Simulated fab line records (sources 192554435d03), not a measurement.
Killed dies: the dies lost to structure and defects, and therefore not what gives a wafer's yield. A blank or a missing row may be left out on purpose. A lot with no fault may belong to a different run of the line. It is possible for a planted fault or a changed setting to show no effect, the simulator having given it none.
What tool caused it? -- flow n5-finfet -- 24 lots, 72 wafers sampled, at 6 steps of a route of 1938

## WHAT THE GAUGES SHOWED, per wafer
N5_BEOL_M2_THK_MEAS_53: measures by xrf.
lot,measured,on,M2_THK (nm)
L074,day 7 18:22,film-metro-02,41.3 42.1 41.3
L075,day 7 18:34,film-metro-01,36.9 41.5 36.5
L076,day 7 19:04,film-metro-02,42.5 39.8 38.3
L077,day 7 22:10,film-metro-02,41.0 41.0 41.8
L078,day 8 02:22,film-metro-01,42.6 41.6 41.6
L079,day 8 04:41,film-metro-02,41.3 41.7 40.8
L080,day 8 07:44,film-metro-01,39.5 36.1 39.5
L081,day 9 08:13,film-metro-02,39.8 44.7 37.7
L082,day 9 08:44,film-metro-02,39.4 37.8 36.5
L084,day 9 11:56,film-metro-01,43.8 44.3 42.0
L083,day 9 14:52,film-metro-01,38.6 41.9 39.9
L085,day 10 08:43,film-metro-02,42.5 41.5 42.6
L086,day 10 12:23,film-metro-01,38.4 37.2 38.2
L087,day 10 12:36,film-metro-02,41.8 42.3 41.4
L088,day 10 16:04,film-metro-01,39.5 36.8 39.2
L089,day 10 22:56,film-metro-01,42.7 39.1 41.9
L091,day 11 06:17,film-metro-02,39.9 40.7 38.0
L090,day 11 10:26,film-metro-01,42.3 41.0 40.9
L092,day 11 12:17,film-metro-01,42.6 40.8 41.3
L093,day 11 20:22,film-metro-01,40.4 40.8 40.0
L094,day 12 09:04,film-metro-02,37.5 39.5 37.7
L095,day 12 10:41,film-metro-02,41.1 42.7 42.1
L097,day 12 19:22,film-metro-01,38.5 36.9 39.0
L096,day 13 04:53,film-metro-01,41.5 42.7 40.7

## WHICH TOOL RAN EACH LOT (tool, then ch and the chambers of the sampled wafers, then the start)
lot,N5_BEOL_M2_ILD_DEP_00,N5_BEOL_M2_STRIP_66,N5_BEOL_M2_TRENCH_ETCH_37,N5_BEOL_M2_ANNEAL_80,N5_BEOL_M2_SPUTTER_96
L074,"pecvd-02 ch 0,1, day 6 17:57","rie-diel-03 ch 2,3, day 6 20:18","rie-diel-03 ch 0,3, day 7 16:07 or earlier","pvd-sputter-02, day 7 16:07","pvd-sputter-02, day 7 17:34"
L075,"pecvd-04 ch 1,2, day 6 21:11","rie-diel-01 ch 0,1,3, day 6 22:28","rie-diel-05 ch 0,1, day 7 16:19 or earlier","pvd-sputter-01, day 7 16:19","pvd-sputter-01, day 7 17:46"
L076,"pecvd-04 ch 1,2, day 6 23:55","rie-diel-01 ch 0,1,3, day 7 02:47","rie-diel-01 ch 0,1,2, day 7 16:49 or earlier","pvd-sputter-03, day 7 16:49","pvd-sputter-03, day 7 18:17"
L077,"pecvd-02 ch 1,2, day 7 09:57","rie-diel-01 ch 1,2, day 7 13:24","rie-diel-03 ch 0,1,2, day 7 19:54 or earlier","pvd-sputter-02, day 7 19:54","pvd-sputter-02, day 7 21:22"
L078,"pecvd-04 ch 1,2, day 7 15:50","rie-diel-05 ch 0,1, day 7 18:46","rie-diel-01 ch 0,2, day 8 00:07 or earlier","pvd-sputter-02, day 8 00:07","pvd-sputter-02, day 8 01:35"
L079,"pecvd-02 ch 0,1, day 7 15:59","rie-diel-05 ch 0,1, day 7 19:03","rie-diel-01 ch 0,2, day 8 02:26 or earlier","pvd-sputter-02, day 8 02:26","pvd-sputter-02, day 8 03:54"
L080,"pecvd-03 ch 1,2, day 7 21:55","rie-diel-05 ch 2,3, day 8 01:01","rie-diel-03 ch 0,1,3, day 8 05:28 or earlier","pvd-sputter-03, day 8 05:28","pvd-sputter-03, day 8 06:56"
L081,"pecvd-02 ch 0,2, day 8 15:06","rie-diel-03 ch 1,2,3, day 8 17:13","rie-diel-01 ch 1,2, day 9 05:58 or earlier","pvd-sputter-03, day 9 05:58","pvd-sputter-03, day 9 07:25"
L082,"pecvd-04 ch 0,1,2, day 8 18:47","rie-diel-03 ch 0,1, day 8 21:31","rie-diel-01 ch 0,1,2, day 9 06:29 or earlier","pvd-sputter-02, day 9 06:29","pvd-sputter-02, day 9 07:56"
L084,"pecvd-02 ch 0,2, day 8 23:16","rie-diel-01 ch 1,2,3, day 9 02:46","rie-diel-05 ch 0,2,3, day 9 09:40 or earlier","pvd-sputter-01, day 9 09:40","pvd-sputter-01, day 9 11:07"
L083,"pecvd-04 ch 0,1, day 9 01:07","rie-diel-01 ch 0,1, day 9 03:56","rie-diel-05 ch 0,2, day 9 12:29 or earlier","pvd-sputter-02, day 9 12:29","pvd-sputter-02, day 9 14:04"
L085,"pecvd-02 ch 0,2, day 9 17:10","rie-diel-05 ch 0,1,2, day 9 18:13","rie-diel-05 ch 2,3, day 10 06:25 or earlier","pvd-sputter-02, day 10 06:25","pvd-sputter-02, day 10 07:53"
L086,"pecvd-02 ch 0,1, day 10 01:57","rie-diel-03 ch 0,1,3, day 10 03:07","rie-diel-01 ch 0,3, day 10 10:09 or earlier","pvd-sputter-01, day 10 10:09","pvd-sputter-01, day 10 11:37"
L087,"pecvd-04 ch 1,2, day 10 05:55","rie-diel-03 ch 2,3, day 10 06:49","rie-diel-03 ch 0,3, day 10 10:18 or earlier","pvd-sputter-03, day 10 10:18","pvd-sputter-03, day 10 11:46"
L088,"pecvd-04 ch 1,2, day 10 07:47","rie-diel-03 ch 0,2,3, day 10 09:39","rie-diel-01 ch 0,1, day 10 13:49 or earlier","pvd-sputter-02, day 10 13:49","pvd-sputter-02, day 10 15:16"
L089,"pecvd-04 ch 0,2, day 10 12:37","rie-diel-05 ch 0,3, day 10 14:18","rie-diel-03 ch 1,3, day 10 20:25 or earlier","pvd-sputter-02, day 10 20:25","pvd-sputter-02, day 10 21:52"
L091,"pecvd-04 ch 0,2, day 10 17:44","rie-diel-03 ch 1,2,3, day 10 18:51","rie-diel-01 ch 1,2,3, day 11 04:02 or earlier","pvd-sputter-01, day 11 04:02","pvd-sputter-01, day 11 05:30"
L090,"pecvd-02 ch 0,2, day 10 18:40","rie-diel-05 ch 0,1,3, day 10 23:02","rie-diel-03 ch 0,1,3, day 11 08:11 or earlier","pvd-sputter-03, day 11 08:11","pvd-sputter-03, day 11 09:39"
L092,"pecvd-02 ch 0,1,2, day 11 02:56","rie-diel-05 ch 0,1,2, day 11 04:58","rie-diel-03 ch 0,2,3, day 11 10:02 or earlier","pvd-sputter-03, day 11 10:02","pvd-sputter-03, day 11 11:29"
L093,"pecvd-04 ch 0,1, day 11 10:31","rie-diel-05 ch 1,3, day 11 12:33","rie-diel-03 ch 1,2,3, day 11 17:57 or earlier","pvd-sputter-02, day 11 17:57","pvd-sputter-02, day 11 19:25"
L094,"pecvd-02 ch 0,1,2, day 11 16:05","rie-diel-01 ch 2,3, day 11 18:23","rie-diel-01 ch 0,2,3, day 12 06:49 or earlier","pvd-sputter-01, day 12 06:49","pvd-sputter-01, day 12 08:16"
L095,"pecvd-02 ch 1,2, day 11 18:14","rie-diel-05 ch 0,3, day 11 20:12","rie-diel-05 ch 1,2,3, day 12 08:17 or earlier","pvd-sputter-03, day 12 08:17","pvd-sputter-03, day 12 09:45"
L097,"pecvd-04 ch 0,1, day 12 09:16","rie-diel-01 ch 0,1,3, day 12 10:46","rie-diel-01 ch 0,1, day 12 17:00 or earlier","pvd-sputter-01, day 12 17:00","pvd-sputter-01, day 12 18:28"
L096,"pecvd-04 ch 0,1,2, day 12 18:52","rie-diel-05 ch 0,2,3, day 12 20:19","rie-diel-03 ch 0,2,3, day 13 02:38 or earlier","pvd-sputter-03, day 13 02:38","pvd-sputter-03, day 13 04:05"
- N5_BEOL_M2_ILD_DEP_00: deposits SiOC from DEMS/O2, target thk 79 nm, time 15.3 s.
- N5_BEOL_M2_STRIP_66: strips in CF4.
- N5_BEOL_M2_TRENCH_ETCH_37: etches SiOC in C4F6/O2, target depth 55.555 nm, time 29.2 s.
- N5_BEOL_M2_ANNEAL_80: time 240 s.
- N5_BEOL_M2_SPUTTER_96: material Cu, target thk 4.5 nm, time 8.29 s.

## AS READ BY THE TOOLS THEMSELVES (means over the sampled wafers that have a number; for cases with no such wafer, the mark the record gives instead)
N5_BEOL_M2_ILD_DEP_00.
lot,tool,heater-power-w (W),showerhead-plenum-p-Torr (Torr),throttle-valve-pct (%)
L074,pecvd-02,476,5.708,12.4
L075,pecvd-04,502,5.707,11.4
L076,pecvd-04,482,5.704,11.3
L077,pecvd-02,418,5.717,12.0
L078,pecvd-04,470,5.695,11.2
L079,pecvd-02,442,5.704,12.8
L080,pecvd-03,555,5.700,11.4
L081,pecvd-02,432,5.700,11.9
L082,pecvd-04,485,5.698,11.1
L084,pecvd-02,435,5.704,11.7
L083,pecvd-04,477,5.678,11.1
L085,pecvd-02,506,5.696,11.9
L086,pecvd-02,432,5.713,12.8
L087,pecvd-04,537,5.700,11.4
L088,pecvd-04,471,5.704,11.5
L089,pecvd-04,528,5.671,11.3
L091,pecvd-04,494,5.679,11.2
L090,pecvd-02,491,5.698,11.8
L092,pecvd-02,470,5.703,12.4
L093,pecvd-04,489,5.695,11.5
L094,pecvd-02,459,5.712,12.4
L095,pecvd-02,435,5.720,12.7
L097,pecvd-04,528,5.697,11.4
L096,pecvd-04,515,5.699,11.4

N5_BEOL_M2_STRIP_66.
lot,tool,cf4-flow-sccm (sccm),drypump-motor-current-A (A),oes-product-au (a.u.),power-w (W),rf-vpp-V (V),showerhead-plenum-p-Torr (Torr),throttle-valve-pct (%)
L074,rie-diel-03,150.6,5.6,0.81,299.0,271.6,1.79,13.43
L075,rie-diel-01,150.3,5.8,0.75,300.4,270.5,1.79,13.61
L076,rie-diel-01,150.1,5.7,0.75,300.3,270.9,1.79,13.61
L077,rie-diel-01,150.2,6.1,0.92,299.6,272.7,1.84,13.35
L078,rie-diel-05,149.6,5.8,0.82,301.2,271.5,1.82,13.41
L079,rie-diel-05,150.1,5.8,0.82,300.2,271.5,1.82,13.41
L080,rie-diel-05,150.6,5.7,0.92,300.6,270.8,1.78,13.77
L081,rie-diel-03,149.9,5.5,0.75,300.5,270.0,1.75,13.64
L082,rie-diel-03,149.9,5.4,0.69,299.6,269.9,1.76,13.95
L084,rie-diel-01,149.9,5.7,0.88,301.1,273.7,1.86,13.32
L083,rie-diel-01,150.1,6.1,0.77,300.0,271.8,1.82,13.65
L085,rie-diel-05,150.4,5.8,0.83,299.7,271.3,1.80,13.60
L086,rie-diel-03,149.9,5.5,0.73,300.6,269.9,1.78,13.79
L087,rie-diel-03,150.0,5.6,0.78,299.9,271.0,1.78,13.50
L088,rie-diel-03,149.9,5.6,0.73,300.6,271.1,1.79,13.72
L089,rie-diel-05,149.6,5.5,0.83,299.3,270.0,1.77,13.71
L091,rie-diel-03,150.0,5.6,0.74,299.7,269.6,1.74,13.67
L090,rie-diel-05,150.2,5.6,0.81,299.9,270.6,1.79,13.58
L092,rie-diel-05,149.8,5.8,0.81,300.4,270.7,1.79,13.60
L093,rie-diel-05,150.0,5.5,0.86,300.8,271.3,1.79,13.64
L094,rie-diel-01,150.4,5.8,0.88,299.4,272.8,1.84,13.39
L095,rie-diel-05,149.9,5.6,0.77,300.5,270.5,1.76,13.68
L097,rie-diel-01,149.4,5.7,0.79,300.0,272.0,1.85,13.52
L096,rie-diel-05,150.3,5.6,0.80,300.3,271.0,1.76,13.77

N5_BEOL_M2_TRENCH_ETCH_37.
lot,tool,drypump-motor-current-A (A),oes-product-au (a.u.),rf-vpp-V (V),showerhead-plenum-p-Torr (Torr),throttle-valve-pct (%)
L074,rie-diel-03,5.6,0.76,672,2.92,21.08
L075,rie-diel-05,5.8,0.79,662,2.84,20.66
L076,rie-diel-01,6.1,0.88,673,2.94,20.93
L077,rie-diel-03,5.5,0.72,666,2.79,21.06
L078,rie-diel-01,6.2,0.93,671,2.93,21.05
L079,rie-diel-01,6.2,0.93,671,2.93,21.06
L080,rie-diel-03,5.5,0.76,668,2.85,21.09
L081,rie-diel-01,6.0,0.83,678,2.96,20.84
L082,rie-diel-01,6.1,0.83,671,2.93,20.97
L084,rie-diel-05,5.7,0.89,663,2.78,20.91
L083,rie-diel-05,5.8,0.87,664,2.78,20.95
L085,rie-diel-05,5.6,0.92,665,2.77,21.08
L086,rie-diel-01,5.5,0.87,657,2.96,20.76
L087,rie-diel-03,5.6,0.74,671,2.91,21.12
L088,rie-diel-01,6.1,0.77,667,2.90,20.99
L089,rie-diel-03,5.6,0.78,658,2.84,21.00
L091,rie-diel-01,5.7,0.86,671,2.97,20.80
L090,rie-diel-03,5.5,0.74,668,2.84,21.11
L092,rie-diel-03,5.6,0.75,659,2.85,21.02
L093,rie-diel-03,5.6,0.75,656,2.78,21.01
L094,rie-diel-01,5.8,0.85,663,2.93,20.95
L095,rie-diel-05,5.7,0.88,663,2.81,20.96
L097,rie-diel-01,6.1,0.76,665,2.89,21.01
L096,rie-diel-03,5.6,0.73,659,2.84,21.03

N5_BEOL_M2_ANNEAL_80.
lot,tool,heater-power-w (W)
L074,pvd-sputter-02,832
L075,pvd-sputter-01,840
L076,pvd-sputter-03,814
L077,pvd-sputter-02,850
L078,pvd-sputter-02,824
L079,pvd-sputter-02,868
L080,pvd-sputter-03,821
L081,pvd-sputter-03,848
L082,pvd-sputter-02,835
L084,pvd-sputter-01,826
L083,pvd-sputter-02,835
L085,pvd-sputter-02,892
L086,pvd-sputter-01,796
L087,pvd-sputter-03,877
L088,pvd-sputter-02,864
L089,pvd-sputter-02,855
L091,pvd-sputter-01,848
L090,pvd-sputter-03,826
L092,pvd-sputter-03,819
L093,pvd-sputter-02,834
L094,pvd-sputter-01,865
L095,pvd-sputter-03,863
L097,pvd-sputter-01,819
L096,pvd-sputter-03,844

N5_BEOL_M2_SPUTTER_96.
lot,tool,chamber-pressure-pa (Pa),chuck-sensor-temp-C (C),throttle-valve-pct (%)
L074,pvd-sputter-02,0.07000,-15.8,30.7
L075,pvd-sputter-01,0.06996,-15.9,31.0
L076,pvd-sputter-03,0.07002,-15.7,31.5
L077,pvd-sputter-02,0.06994,-16.3,30.3
L078,pvd-sputter-02,0.06996,-15.9,30.2
L079,pvd-sputter-02,0.07005,-16.2,30.1
L080,pvd-sputter-03,0.06989,-15.7,30.0
L081,pvd-sputter-03,0.07005,-16.0,30.8
L082,pvd-sputter-02,0.07000,-16.0,30.3
L084,pvd-sputter-01,0.07005,-15.8,30.8
L083,pvd-sputter-02,0.07000,-15.8,30.7
L085,pvd-sputter-02,0.06992,-16.4,30.5
L086,pvd-sputter-01,0.07006,-15.7,31.4
L087,pvd-sputter-03,0.07002,-15.9,31.1
L088,pvd-sputter-02,0.07003,-16.3,30.5
L089,pvd-sputter-02,0.07011,-16.2,30.5
L091,pvd-sputter-01,0.07012,-16.0,30.6
L090,pvd-sputter-03,0.07014,-15.9,29.4
L092,pvd-sputter-03,0.06994,-15.5,29.7
L093,pvd-sputter-02,0.06999,-15.9,30.3
L094,pvd-sputter-01,0.07009,-16.0,30.8
L095,pvd-sputter-03,0.07004,-16.2,30.5
L097,pvd-sputter-01,0.07005,-15.9,30.9
L096,pvd-sputter-03,0.07007,-16.1,31.0

## THE ANSWER, worked out from the rows above alone
Rule: the lots themselves supply what counts as usual. The widest of any qualifying gaps counts: lots, ordered by their means at a reading, are off when they make up no more than a third of the lots, leave a main group of 4 or more, and stand apart from it by 3 or more times the standard deviation of that group's means. A main group is skipped when, at the precision printed for the reading in the tables above, its means are all equal. Also off: a lot with no number at a reading for which 4 or more lots have one. Where the step has rows for the other lots, those lots are counted as sound. First the gauges in route order, then the tools' own readings, where a lot's mean is used as printed above. At the first step where some lot is off, the reading lying furthest off is the one used; lots without a number count as furthest.
Across all readings shown, no lot is off: no conclusion can be drawn from this.

## WHAT HAD BEEN PUT IN BY THE SIMULATOR
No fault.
